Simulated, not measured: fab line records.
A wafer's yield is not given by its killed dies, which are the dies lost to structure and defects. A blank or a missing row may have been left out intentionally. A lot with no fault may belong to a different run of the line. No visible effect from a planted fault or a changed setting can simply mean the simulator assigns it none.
Which of the tools did it? -- flow nand-harc -- 12 lots with 36 wafers sampled at 3 steps, on a route of 1302 steps

## WHAT EACH GAUGE READ, for each wafer
NHARC_P_GATE_OVL_MEAS_27.
lot,measured,on,overlay-x-nm (nm),overlay-y-nm (nm)
L373,day 5 14:19,overlay-02,-0.6 -1.1 -0.7,0.9 1.4 0.6
L375,day 6 12:47,overlay-02,-0.3 -0.5 -0.7,0.2 0.4 0.7
L376,day 6 18:32,overlay-01,-0.3 -1.1 -0.5,-0.7 -0.6 -0.8
L382,day 9 08:21,overlay-01,0.2 0.1 -0.5,0.2 0.1 -0.5
L386,day 11 01:09,overlay-01,-1.2 -1.0 -0.5,0.1 1.3 0.8
L387,day 11 00:40,overlay-02,2.1 1.6 1.8,1.3 1.0 1.2
L389,day 12 01:20,overlay-02,1.4 1.9 1.8,-0.6 -1.5 -0.6
L391,day 12 20:38,overlay-02,0.9 0.7 0.5,-0.2 -0.2 -0.2
L392,day 13 13:42,overlay-01,0.8 1.4 0.6,0.0 0.5 -0.1
L393,day 13 20:17,overlay-01,1.1 1.5 1.4,0.6 0.5 0.1
L394,day 14 01:38,overlay-02,0.2 0.1 0.5,0.9 1.4 1.4
L395,day 14 15:31,overlay-01,0.2 0.5 0.2,0.1 0.1 -0.3

## WHAT TOOL EACH LOT RAN ON (gives the tool, then ch and the chambers of the sampled wafers, and finally the start)
lot,NHARC_P_ZERO_WELL_DESCUM_13,NHARC_P_STI_CMP_21
L373,"rie-diel-09 ch 2,3, day 2 07:29","cmp-01 ch 0,2,3, day 4 08:01"
L375,"rie-diel-03 ch 0,1,2, day 3 03:17","cmp-04 ch 1,3, day 4 22:14"
L376,"rie-diel-09 ch 1,3, day 3 13:17","cmp-04 ch 1,2, day 5 07:34"
L382,"rie-diel-06 ch 1,2,3, day 6 01:23","cmp-04 ch 0,1,3, day 7 18:49"
L386,"rie-diel-06 ch 0,1,3, day 7 17:24","cmp-03 ch 2,3, day 9 15:34"
L387,"rie-diel-03 ch 0,2,3, day 8 03:23","cmp-03 ch 1,3, day 9 20:28"
L389,"rie-diel-09 ch 0,1,2, day 8 23:17","cmp-04 ch 0,2,3, day 10 17:04"
L391,"rie-diel-09 ch 0,1,3, day 9 19:29","cmp-04 ch 0,2,3, day 11 12:51"
L392,"rie-diel-06 ch 0,2,3, day 10 05:32","cmp-03 ch 1,2,3, day 12 04:15"
L393,"rie-diel-03 ch 0,1,3, day 10 15:25","cmp-01 ch 0,2,3, day 12 11:27"
L394,"rie-diel-03 ch 1,2,3, day 11 01:24","cmp-04 ch 1,2,3, day 12 18:58"
L395,"rie-diel-06 ch 1,2, day 11 11:25","cmp-03 ch 0,2, day 13 07:31"
- NHARC_P_ZERO_WELL_DESCUM_13: chemistry O2, time 3 s.
- NHARC_P_STI_CMP_21: polishes, t overpolish 20 s, target thk 380.67 nm.

## WHAT THE TOOLS THEMSELVES READ (means of the sampled wafers that have a number; where no wafer has one, the mark that the record gives instead)
NHARC_P_ZERO_WELL_DESCUM_13.
lot,tool,drypump-motor-current-A (A),oes-product-au (a.u.),rf-vpp-V (V),showerhead-plenum-p-Torr (Torr),throttle-valve-pct (%)
L373,rie-diel-09,5.4,0.988,58.1,1.90,11.322
L375,rie-diel-03,5.9,1.007,57.8,1.94,11.302
L376,rie-diel-09,5.1,1.006,57.4,1.93,11.317
L382,rie-diel-06,5.3,1.003,57.3,1.82,11.310
L386,rie-diel-06,5.2,0.991,58.7,1.91,11.308
L387,rie-diel-03,6.0,0.993,57.4,1.90,11.317
L389,rie-diel-09,5.6,1.004,57.7,1.92,11.313
L391,rie-diel-09,5.4,1.011,57.3,1.95,11.324
L392,rie-diel-06,5.5,0.996,58.0,1.87,11.313
L393,rie-diel-03,5.9,0.989,57.3,1.89,11.313
L394,rie-diel-03,5.8,0.996,57.5,1.93,11.297
L395,rie-diel-06,5.4,1.009,57.4,1.81,11.303

NHARC_P_STI_CMP_21.
lot,tool,motor-current-A (A),overpolish-run-s (s),pad-life-wafers
L373,cmp-01,12.1,19.988,373
L375,cmp-04,11.1,20.003,265
L376,cmp-04,11.4,20.002,294
L382,cmp-04,11.4,35.131,157
L386,cmp-03,12.2,19.994,188
L387,cmp-03,12.8,20.000,218
L389,cmp-04,11.8,20.008,74
L391,cmp-04,11.7,20.000,146
L392,cmp-03,12.5,19.993,20
L393,cmp-01,11.7,20.006,302
L394,cmp-04,10.9,19.987,241
L395,cmp-03,10.6,20.002,151

## THE ANSWER, worked out from the rows above alone
Rule: the usual values come from the lots themselves. Put in order of their means at a reading, lots are off if they are a third of the lots or fewer, leave a main group of 4 or more, and stand apart from it by a gap of 3 or more times the standard deviation of the main group's means; of several such gaps the widest counts. The tables above print the reading to a certain number of digits; a main group whose means all agree to those digits is not used. A lot without any number at a reading at which 4 lots or more have one is off too. All remaining lots with rows at the step are treated as sound. Order of review: gauges by route order, followed by the tools' own readings, for which a lot's mean as printed above is used. The first step at which some lot is off is used, and at that step the reading that is off furthest; a lot without a number counts as furthest.
Off: L382 (NHARC_P_STI_CMP_21, overpolish-run-s). For the main group the mean is 19.998 s and the standard deviation 0.0067.
If a tool, at that step or one of the process steps before it, ran each lot that is off and ran no sound lot following the first of them, it fits. Not one of the candidates tried fits.

## WHAT THE SIMULATOR PUT IN
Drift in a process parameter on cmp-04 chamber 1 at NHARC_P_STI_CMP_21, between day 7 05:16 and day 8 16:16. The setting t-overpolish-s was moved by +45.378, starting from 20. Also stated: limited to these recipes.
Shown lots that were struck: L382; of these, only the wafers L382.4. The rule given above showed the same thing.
